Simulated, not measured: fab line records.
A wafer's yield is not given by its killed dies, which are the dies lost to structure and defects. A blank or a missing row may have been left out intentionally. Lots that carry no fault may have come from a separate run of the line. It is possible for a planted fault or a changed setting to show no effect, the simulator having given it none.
Struck lot and sound lot, side by side -- flow n5Finfet -- 37 steps out of a route of 1938
Sound: wafers L127.3, L127.4, L127.5. Struck: wafers L131.1, L131.4, L131.6. Last of all comes the cause.
For every step that has rows: the tool of each side, followed by ch and its chambers, followed by its first start. Under that, the readings that differ: sound wafers -- struck wafers -- difference of the means -- sigmas: that difference in standard deviations of wafers without a fault.
alike: words and numbers the same on both sides, and readings whose means are apart by under 2 such deviations; not compared: readings that were withheld, readings missing a value for some wafer, numbers with overlapping values and no deviation given by the record, and bounds like >300 which may hide the same value.
A row with sigmas, a row that says differs or no value, or rows on one side alone: a step with any of these is where the two part. Numbers that have no deviation but don't overlap get no sigmas and don't part them. A reading that every wafer of one side lacks parts them only if that side has two wafers or more.

first, 9 steps without rows for these wafers: N5_BEOL_M4_ANNEAL_95 (time 240 s); N5_BEOL_M4_SPUTTER_96 (material Cu, target thk 4.5 nm, time 8.29 s); N5_BEOL_M4_ECD_50 (material Cu, target thk 300 nm); N5_BEOL_M4_ANNEAL_51 (time 90 s); N5_BEOL_M4_CMP_52 (polishes, stops on SiOC, t overpolish 6.8 s, target thk 40 nm); N5_BEOL_M4_PRE_CLEAN_60 (time 15 s); N5_BEOL_M4_CO_CAP_55 (material Co, precursor CCTBA/H2, target thk 2 nm, time 102.1 s); N5_BEOL_M4_PRE_CLEAN_56 (time 15 s); N5_BEOL_M4_DEP_57 (deposits SiCN from 3MS/NH3, target thk 8 nm, time 14 s).
N5_BEOL_M4_RC_MEAS_101:
  sound on prober-02 ch 0, day 12 10:07; struck on prober-02 ch 0, day 13 00:50
reading,sound,struck,difference,sigmas
IOFF_N (nA/um),0.103 0.128 0.164,0.185 0.225 0.237,+0.084,+3
IOFF_P (nA/um),0.15 0.17 0.21,0.22 0.28 0.28,+0.08,+3
ION_N (uA/um),652 664 671,677 694 687,+24,+2
SS_P (mV/dec),72.5 73.5 73.6,74.1 74.4 75.4,+1.4,+2
VT_N (mV),260 255 250,248 244 243,-10,-3
  alike: DIBL_N, DIBL_P, ION_P, SS_N, VT_P
then, 24 steps without rows for these wafers: N5_BEOL_M5_ILD_DEP_00 (deposits SiCOH lowk from DEMS/porogen, target thk 140.64 nm, time 25.9 s); N5_BEOL_M5_CURE_79 (cures SiCOH lowk, time 240 s); N5_BEOL_M5_PECVD_70 (deposits SiO2 from TEOS/O2, target thk 16 nm, time 18 s); N5_BEOL_M5_HM_DEP_02 (deposits TiN, target thk 20 nm); N5_BEOL_M5_COAT_59 (time 60 s, resist thk 60 nm); N5_BEOL_M5_COAT_60 (time 60 s, resist thk 12 nm); N5_BEOL_M5_COAT_71 (time 60 s, resist thk 5 nm); N5_BEOL_M5_COAT_05 (resist thk 30 nm); N5_BEOL_M5_EBR_07; N5_BEOL_M5_SOFTBAKE_06 (time 60 s); N5_BEOL_M5_EXPOSE_08 (exposes mask M5, target cd 28 nm); N5_BEOL_M5_PEB_09 (peb time 60 s); N5_BEOL_M5_DEVELOP_10 (develop time 30 s); N5_BEOL_M5_DESCUM_16 (chemistry O2, time 7 s); N5_BEOL_M5_ETCH_72 (etches underlayer in N2/H2, target depth 6.5 nm, time 5.2 s); N5_BEOL_M5_ETCH_61 (etches SiARC in CF4, target depth 15.6 nm, time 26 s); N5_BEOL_M5_ETCH_62 (etches SOC in N2/H2, target depth 75 nm, overetch 15 nm, time 112.5 s); N5_BEOL_M5_STRIP_63 (strips in N2/H2); N5_BEOL_M5_STRIP_73 (strips in N2/H2); N5_BEOL_M5_STRIP_64 (strips in CF4); N5_BEOL_M5_HM_OPEN_17 (chemistry Cl2/BCl3, target TiN, target depth 20 nm, overetch 6 nm); N5_BEOL_M5_STRIP_19 (strips in O2); N5_BEOL_M5_COAT_65 (time 60 s, resist thk 60 nm); N5_BEOL_M5_COAT_66 (time 60 s, resist thk 12 nm).
-- record jumps: 3 days separate the struck wafers' starts on either side; left off in module BEOL_M5, taken up again in module BEOL_M14, whose first shown step is the route's number 1718 --
N5_BEOL_M14_COAT_58: time 60 s, resist thk 89 nm.
  sound on lithoTrack-04 ch 0, day 15 12:25; struck on lithoTrack-03 ch 0, day 16 02:18
reading,sound,struck,difference,sigmas
spinSpeedRpm (rpm),1499.4 1499.4 1499.7,2228.5 2226.7 2227.1,+727.9,+99 or more
model.BARC_of_BEOL_M14_COAT_58.thkNm (nm),89.6 89.2 89.4,73 73 73,-16,
N5_BEOL_M14_ETCH_59: etches BARC in N2/H2, target depth 89 nm, overetch 26.7 nm, time 67.9 s.
  sound on rieDiel-06 ch 0,1, day 15 12:56; struck on rieDiel-02 ch 2,3, day 16 02:50
reading,sound,struck,difference,sigmas
oesProductAu (a.u.),0.85 0.81 0.81,0.55 0.53 0.55,-0.28,-4
throttleValvePct (%),17.87 17.52 17.52,18.33 18.30 18.34,+0.69,+3
model.etch.depthNm (nm),89.58 89.26 89.46,73.03 73.04 73.03,-16.40,
  alike: drypumpMotorCurrentA, rfFwdPowerW, rfVppV, showerheadPlenumPTorr
  not compared: rfHoursCounterH
N5_PASSIVATION_PROBE_49:
  sound on prober-01 at day 16 22:15; struck on prober-01 at day 17 07:38
reading,sound,struck,difference,sigmas
defectLimitedYield (%),91.0 93.5 93.1,79.7 87.0 83.8,-9.0,-6
killed_at_M4_up,12 18 11,131 100 132,+107,+24
killedDies,106 77 81,239 153 191,+106,+6
killedOnRim,13 11 11,26 25 21,+12,+3
sort_bin_5_function (%),5.7 3.6 4.1,12.9 7.5 10.7,+5.9,+5
sort_bin_6_memory (%),2.9 2.6 2.4,5.3 3.6 3.3,+1.4,+2
sortNPass,1074 1103 1099,941 1027 989,-106,-6
sortYieldPct (%),91.0 93.5 93.1,79.7 87.0 83.8,-9.0,-6
  alike: killed_at_M0_to_M3, killedAtContacts, killedAtFrontEnd, killedAtOther, killedOpen, killedShort

== WHERE THEY PART ==
Last at N5_PASSIVATION_PROBE_49 as far as this record goes, first at N5_BEOL_M4_RC_MEAS_101.

WHY: what the simulator had put in
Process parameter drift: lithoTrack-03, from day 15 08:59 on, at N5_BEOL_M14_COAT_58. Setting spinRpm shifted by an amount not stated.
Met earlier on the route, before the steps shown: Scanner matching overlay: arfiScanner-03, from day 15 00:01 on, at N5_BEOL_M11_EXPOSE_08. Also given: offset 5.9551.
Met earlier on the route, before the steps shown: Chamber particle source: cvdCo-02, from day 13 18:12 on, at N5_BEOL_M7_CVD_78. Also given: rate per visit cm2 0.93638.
